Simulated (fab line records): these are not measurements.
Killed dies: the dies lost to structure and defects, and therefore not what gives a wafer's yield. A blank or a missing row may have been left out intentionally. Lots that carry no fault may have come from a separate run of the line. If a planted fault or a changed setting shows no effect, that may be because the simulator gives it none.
fab line records | flow nandHarc
record lots=4 wafers=12 lastDay=23
route steps=1159 shown A_ONON_D1@438 A_CHANNEL_HOLE_D1@450 END@1159
lots that met no fault: from a run of the same line without faults
startH: start of the lot's first displayed wafer, in hours after the record's first day | waitH: how many hours have passed since the lot's step before this one | " same as the row above | L1.1+2: a row that stands for several wafers | - value missing, or start not given | * or withheld: withheld | < > ~ a bound
route shown NAME@n: a module of which the file shows steps, and the number in the route of the first | usual: mean and standard deviation over wafers with no fault | same: alike in all rows | chamber/n: place in a boat | sites: each site's reading | _std_site: standard deviation across them | _edge_site: inner sites' mean taken away from outer sites' mean | radiusMm: how far each site lies from the wafer's centre | mask NAME#n: copy n | behind: the tool/chamber that last shaped the wafer | hold: what put the lot on hold/how long, in hours/how the hold closed | device: whichever transistor did not switch (one of n, p or np) | end of line: the route-end tests of the same wafers | a step without rows: its recipe alone | killed: the dies lost at the first sort to structure and to defects; this is not the yield of the wafer | map: per-die view of a wafer (x killed, . not killed, _ where there is no die)
set.NAME: the setting the step ran with; set.NAME@STEP: the setting that earlier step ran with | model.NAME: the simulator's own value behind a step, which no gauge read
certain route steps with their lots: each step a table, each wafer a row
## steps
# step NHARC_A_ONON_D1_DEP_19
# recipe targetThkA=10000 n2FlowSccm=2750 n2oFlowSccm=2000 nh3FlowSccm=500 sih4FlowSccm=210 tempC=400
# step NHARC_A_ONON_D1_DEP_22
# recipe targetThkA=10000 n2FlowSccm=2750 n2oFlowSccm=2000 nh3FlowSccm=500 sih4FlowSccm=210 tempC=400
# step NHARC_A_ONON_D1_DEP_25
# recipe targetThkA=10000 n2FlowSccm=2750 n2oFlowSccm=2000 nh3FlowSccm=500 sih4FlowSccm=210 tempC=400
# step NHARC_A_ONON_D1_DEP_28
# recipe targetThkA=10000 n2FlowSccm=2750 n2oFlowSccm=2000 nh3FlowSccm=500 sih4FlowSccm=210 tempC=400
# step NHARC_A_ONON_D1_DEP_33
# recipe targetThkA=2000 tempC=400 pressureTorr=6.5 rfW=900 teosFlowSccm=161.4 flowSccm=2650 targetThkNm=200 gas=O2 material=SiO2
# step NHARC_A_CHANNEL_HOLE_D1_DEP_00
# recipe targetThkA=31000 tempC=400 material=aC
# usual throttleValvePct=35.000/0.0092
# columns lot.wafer tool chamber startH waitH throttleValvePct
L410.1 aclDep-01 0 206.95 1.4 34.994
L410.2 " 0 " " 35.004
L410.6 " 0 208.56 3.0 35.000
L411.1 aclDep-01 0 214.46 0.6 35.004
L411.4 " 0 " " 35.003
L411.6 " 0 " " 34.990
L423.1 aclDep-02 0 279.05 0.1 34.989
L423.2 " 0 " " 35.007
L423.4 " 0 " " 35.000
L421.3 aclDep-01 0 279.55 0.7 34.997
L421.4 " 0 " " 34.997
L421.5 " 0 " " 34.998
# step NHARC_A_CHANNEL_HOLE_D1_DEP_01
# recipe targetThkA=1400 targetThkNm=140 tempC=400 pressureTorr=3.5 flowSccm=200 rfW=350 material=SiON
# step NHARC_A_CHANNEL_HOLE_D1_DEHYDRATE_02
# recipe tempC=150 timeS=120
# step NHARC_A_CHANNEL_HOLE_D1_HMDS_03
# recipe timeS=30
# step NHARC_A_CHANNEL_HOLE_D1_COAT_36
# recipe tempC=260 timeS=75
# step NHARC_A_CHANNEL_HOLE_D1_COAT_37
# recipe tempC=225 timeS=65
# step NHARC_A_CHANNEL_HOLE_D1_COAT_04
# recipe spinRpm=1500 resistThkNm=90
# step NHARC_A_CHANNEL_HOLE_D1_SOFTBAKE_05
# recipe tempC=105 timeS=55
# step NHARC_A_CHANNEL_HOLE_D1_EBR_06
# step NHARC_A_CHANNEL_HOLE_D1_EXPOSE_07
# recipe na=1.35 targetCdNm=100 sigmaOuter=0.3 doseMj=59.65 maskId=HOLE_D1
# step NHARC_A_CHANNEL_HOLE_D1_PEB_08
# recipe pebTempC=100 pebTimeS=65
# step NHARC_A_CHANNEL_HOLE_D1_DEVELOP_09
# recipe developTimeS=35 devTempC=23
# step NHARC_A_CHANNEL_HOLE_D1_DESCUM_15
# recipe timeS=3 o2FlowSccm=200 arFlowSccm=0 biasPowerW=0 chemistry=O2
# step NHARC_A_CHANNEL_HOLE_D1_ETCH_38
# recipe targetDepthA=390 overEtchFrac=0.3 timeS=65 ionEnergyEv=80 cf4FlowSccm=150 arFlowSccm=0 rfW=300 biasW=100 chemistry=CF4
# step NHARC_A_CHANNEL_HOLE_D1_ETCH_39
# recipe targetDepthA=2600 overEtchFrac=0.3 timeS=325 ionEnergyEv=200 n2FlowSccm=150 h2FlowSccm=150 arFlowSccm=0 rfW=400 biasW=150 chemistry=N2/H2
# step NHARC_A_CHANNEL_HOLE_D1_ETCH_34
# recipe targetDepthA=1540 timeS=77 cf4FlowSccm=100 chf3FlowSccm=30 arFlowSccm=0 rfW=500 biasW=200 chemistry=CF4/CHF3
# step NHARC_A_CHANNEL_HOLE_D1_ETCH_16
# recipe targetDepthA=31000 overEtchFrac=0.3 timeS=806 ionEnergyEv=150 o2FlowSccm=400 cosFlowSccm=20 arFlowSccm=0 rfW=500 biasW=300 chemistry=O2/COS
# step NHARC_A_CHANNEL_HOLE_D1_ETCH_19
# recipe biasV=1200 sourceW=2500 pressureMtorr=15 timeS=34.5 arFlowSccm=375 c4f8FlowSccm=28.8 o2FlowSccm=96.2 tempC=-20 targetDepthA=* chemistry=C4F8/O2/Ar
# step NHARC_A_CHANNEL_HOLE_D1_ETCH_20
# recipe biasV=3000 sourceW=withheld pressureMtorr=20 timeS=361.9 arFlowSccm=375 c4f8FlowSccm=89.3 o2FlowSccm=35.7 tempC=-20 targetDepthA=16000 chemistry=C4F8/O2/Ar
# step NHARC_A_CHANNEL_HOLE_D1_ETCH_21
# recipe biasV=3000 sourceW=withheld pressureMtorr=20 timeS=514.3 arFlowSccm=375 c4f8FlowSccm=89.3 o2FlowSccm=35.7 tempC=-20 targetDepthA=16000 chemistry=C4F8/O2/Ar
# step NHARC_A_CHANNEL_HOLE_D1_ETCH_22
# recipe biasV=3000 sourceW=withheld pressureMtorr=20 timeS=666.7 arFlowSccm=375 c4f8FlowSccm=89.3 o2FlowSccm=35.7 tempC=-20 targetDepthA=16000 chemistry=C4F8/O2/Ar
# step NHARC_A_CHANNEL_HOLE_D1_ETCH_23
# recipe biasV=5000 sourceW=withheld pressureMtorr=20 timeS=819 arFlowSccm=375 c4f8FlowSccm=89.3 o2FlowSccm=35.7 tempC=-20 targetDepthA=16000 chemistry=C4F8/O2/Ar
# step NHARC_A_CHANNEL_HOLE_D1_ETCH_24
# recipe biasV=5000 sourceW=withheld pressureMtorr=20 timeS=906.2 arFlowSccm=375 c4f8FlowSccm=93.8 o2FlowSccm=31.2 tempC=-20 targetDepthA=15000 chemistry=C4F8/O2/Ar
# step NHARC_A_CHANNEL_HOLE_D1_ETCH_25
# recipe biasV=5000 sourceW=withheld pressureMtorr=20 timeS=1040.2 arFlowSccm=375 c4f8FlowSccm=93.8 o2FlowSccm=31.2 tempC=-20 targetDepthA=15000 chemistry=C4F8/O2/Ar
# step NHARC_A_CHANNEL_HOLE_D1_ETCH_26
# recipe biasV=300 sourceW=2000 pressureMtorr=30 timeS=224.1 arFlowSccm=375 c4f8FlowSccm=11.4 o2FlowSccm=113.6 tempC=-20 targetDepthA=3000 chemistry=C4F8/O2/Ar
# step NHARC_A_CHANNEL_HOLE_D1_ETCH_33
# recipe biasV=400 sourceW=2000 pressureMtorr=25 timeS=90 arFlowSccm=375 c4f8FlowSccm=41.7 o2FlowSccm=83.3 tempC=-20 targetDepthA=4000 chemistry=C4F8/O2/Ar
# step NHARC_END_SORT_01
# recipe tempC=25
# usual killedAtArray=27/10 killedAtOther=0.6/0.83 killedAtPeriphery=2.4/1.8 killedDies=30/10 killedOpen=3.3/1.7 killedShort=1.8/1.4
# same grossDies=677
# columns lot.wafer tool chamber startH waitH killedAtArray killedAtOther killedAtPeriphery killedDies killedOpen killedShort
L410.2 prober-01 0 471.06 2.8 675 0 1 676 0 4
L411.1 prober-02 0 493.45 2.5 16 1 4 21 5 3
L411.4 prober-02 0 495.86 3.4 671 2 3 676 2 2
L411.6 prober-02 0 497.46 4.0 9 2 4 15 2 2
# killed by level:class
L410.2 A_CHANNEL_HOLE_D1:areaDep=642 A_CHANNEL_HOLE_D1:chamberFilmFlake=17 A_SLIT:chamberFilmFlake=7 A_CONTACT:chamberFilmFlake=3 A_CHANNEL_FILL_D1:geometricParticle:short=2 P_STI:geometricParticle:short=1 A_SLIT:geometricParticle:short=1 A_CHANNEL_FILL_D1:chamberFilmFlake=1
L411.1 A_CHANNEL_HOLE_D1:chamberFilmFlake=4 A_CONTACT:geometricParticle:open=3 A_STAIRCASE:chamberFilmFlake=3 P_M0:geometricParticle:open=2 A_SOURCE_PLATE:geometricParticle:short=2 A_SLIT:chamberFilmFlake=2 A_CHANNEL_HOLE_D1:geometricParticle:short=1 P_STI:chamberFilmFlake=1
L411.4 A_CHANNEL_HOLE_D1:areaDep=654 A_CHANNEL_HOLE_D1:chamberFilmFlake=8 A_STAIRCASE:chamberFilmFlake=3 A_CONTACT:chamberFilmFlake=2 THIN_TSV:chamberFilmFlake=2 P_M2:geometricParticle:open=1 A_CHANNEL_FILL_D1:geometricParticle:short=1 A_CONTACT:geometricParticle:short=1
L411.6 A_STAIRCASE:chamberFilmFlake=3 P_GATE:chamberFilmFlake=2 A_CHANNEL_HOLE_D1:chamberFilmFlake=2 THIN_TSV:chamberFilmFlake=2 P_M0:geometricParticle:open=1 A_CHANNEL_FILL_D1:geometricParticle:short=1 A_WL_FILL:geometricParticle:short=1 A_CONTACT:geometricParticle:open=1
# map L410.2 (x killed, . not)
____________x____________
_________xxxxxxx_________
_______xxxxxxxxxxx_______
______xxxxxxxxxxxxx______
_____xxxxxxxxxxxxxxx_____
____xxxxxxxxxxxxxxxxx____
____xxxxxxxxxxxxxxxxx____
___xxxxxxxxxxxxxxxxxxx___
___xxxxxxxxxxxxxxxxxxx___
__xxxxxxxxxxxxxxxxxxxxx__
__xxxxxxxxxxxxxxxxxxxxx__
_xxxxxxxxxxxxxxxxxxxxxxx_
_xxxxxxxxxxxxxxxxxxxxxxx_
_xxxxxxxxxxxxxxxxxxxxxxx_
_xxxxxxxxxxxxxxxxxxxxxxx_
_xxxxxxxxxxxxxxxxxxxxxxx_
xxxxxxxxxxxxxxxxxxxxxxxxx
xxxxxxxxxxxxxxxxxxxxxxxxx
xxxxxxxxxxxxxxxxxxxxxxxxx
xxxxxxxxxxxxxxxxxxxxxxxxx
xxxxxxxxxxxxxxxxxxxxxxxxx
_xxxxxxxxxxxxxxxxxxxxxxx_
_xxxxxxxxxxxxxxxxxxxxxxx_
_xxxxxxxxxxxxxxxxxxxxxxx_
_xxxxxxxxxxxxxxxxxxxxxxx_
_xxxxxxxxxxxxxxxxxxxxxxx_
__xxxxxxxxxxxxxxxxxxxxx__
__xxxxxxxxxxxxxxxxxxxxx__
___xxxxxxxxxxxxxxxxxxx___
___xxxxxxxxxxxxxxxxxxx___
____xxxxxxxxxxxxxxxxx____
____xxxxxxxxxxxxxxxxx____
_____xx.xxxxxxxxxxxx_____
______xxxxxxxxxxxxx______
_______xxxxxxxxxxx_______
_________xxxxxxx_________
____________x____________
# map L411.4 (x killed, . not)
____________x____________
_________xxxxxxx_________
_______xxxxxxxxxxx_______
______xxxxxxxxxxxxx______
_____xxxxxxxxxxxxxxx_____
____xxxxxxxxxxxxxxxxx____
____xxxxxxxxxxxxxxxxx____
___xxxxxxxxxxxxxxxxxxx___
___xxxxxxxxxxxxxxxxxxx___
__xxxxxxxxxxxxxxxxxxxxx__
__xxxxxxxxxxxxxxxxxxxxx__
_xxxxxxxxxxxxxxxxxxxxxxx_
_xxxxxxxxxxxxxxxxxxxxxxx_
_xxxxxxxxxxxxxxxxxxxxxxx_
_xxxxxxxxxxxxxxxxxxxxxxx_
_xxxxxxxxxxxxxxxxxxxxxxx_
xxxxxxxxxxxxxxxxxxxxxxxxx
xxxxxxxxxxxxxxxxxxxxxxxxx
xxxxxxxxxxxxxxxxxxxxxxxxx
xxxxxxxxxxxxxxxxxxxxxxxxx
xxxxxxxxxxxxxxxxxxxxxxxxx
_xxxxxxxxxxxxxxxxxxxxxxx_
_xxxxxxxxxxxxxxxxxxxxxxx_
_xxxxxxxxxxxxxxxxxxxxxxx_
_xxxxxxxxxxxxxxxxxxxxxxx_
_xxxxxxxxxxxxxxxxxxxxxxx_
__xxxxxxxxxxxxxxxxxxxxx__
__xxxxxxxxxxxxxxxxxxxxx__
___xxxxxxxxxxxxxxxxxxx___
___xxxxxxxxxxxxxxxxxxx___
____xxxxxxxxxxxxxxxxx____
____xxxxxxxxxxxxxxxxx____
_____xxxxxxxxxxxxxxx_____
______xxxxxxxxxx.xx______
_______xxxxxxxxxxx_______
_________xxxxxxx_________
____________x____________
## key
firstSign step=NHARC_END_SORT_01 reading=killedAtArray direction=up sigmas=63 usual=27 struck=673
effect step=NHARC_END_SORT_01 reading=killedDies direction=up sigmas=63 usual=30 struck=676
moreKillsBornAt NHARC_A_CHANNEL_HOLE_D1_DEP_00@aclDep-01=1296
metAt NHARC_A_CHANNEL_HOLE_D1_DEP_00
struckWafers L410.2,L411.4
laterRowsLeftOut L410.2,L411.4
testerLeftOut L410,L411
fault kind=processParameterDrift tool=aclDep-01 chamber=- onsetH=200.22 steps=NHARC_A_CHANNEL_HOLE_D1_DEP_00 channel=targetThkA offset=* shape=step endH=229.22 scope=struckWafersOnly actsIn=* stated=*
# testerLeftOut: of these lots the tester's yield and bins aren't shown, on N5 and GAA mostly nor the transistor test; their killed dies are dies lost to structure and defects alone, not to doping, threshold or leakage, so they don't give the yield
# laterRowsLeftOut: the simulator's readings of these wafers behind a module that went badly wrong aren't trusted and aren't shown, but for the sort
